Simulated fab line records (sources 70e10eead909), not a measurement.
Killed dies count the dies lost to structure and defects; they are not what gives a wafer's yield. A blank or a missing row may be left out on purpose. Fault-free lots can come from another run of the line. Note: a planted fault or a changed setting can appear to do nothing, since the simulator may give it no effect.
Matching of chambers | flow nand harc | pecvd-04 running NHARC_A_STAIRCASE_DEP_259: 3 sister chambers
The step deposits SiON, target thk 30 nm. 3 wafers are shown with their chamber, then 12 later ones without.

== WAFERS PAIRED WITH THEIR CHAMBERS ==
wafer  | chamber | heater power w (W)
L090.1 | 1       | 971
L090.3 | 2       | 595
L090.4 | 0       | 771

== WAFERS WITH NO CHAMBER GIVEN ==
wafer  | heater power w (W)
L091.3 | 973
L091.5 | 581
L091.6 | 984
L093.1 | 914
L093.4 | 705
L093.6 | 608
L097.1 | 1053
L097.3 | 594
L097.6 | 602
L095.1 | 1030
L095.4 | 512
L095.5 | 751

== WHICH CHAMBER EACH WENT THROUGH ==
wafer  | from the rows above     | in truth
L091.3 | 1                       | 1
L091.5 | 2                       | 2
L091.6 | 1                       | 1
L093.1 | can't be placed: 1 or 0 | 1
L093.4 | can't be placed: 0 or 2 | 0
L093.6 | 2                       | 2
L097.1 | 1                       | 1
L097.3 | 2                       | 2
L097.6 | 2                       | 2
L095.1 | 1                       | 1
L095.4 | 2                       | 2
L095.5 | 0                       | 0
Placed correctly: 10 of 12. Unplaceable from these rows: 2, with the true chamber sitting among the candidates in 2. 0 placed wrongly.
How it was worked out, from the rows above alone: a wafer's distance from a chamber is the root of the sum, over the readings, of the square of ((its reading less the chamber's mean) divided by the reading's scatter). If the next closest chamber is less than 2 further off than the closest, the wafer can't be placed; otherwise it belongs to the closest. For every chamber, the mean is computed from those of its wafers that are shown. The scatter: with one shown wafer a chamber, the root of the mean of the squares of how far each hidden wafer lies from its nearest shown one.
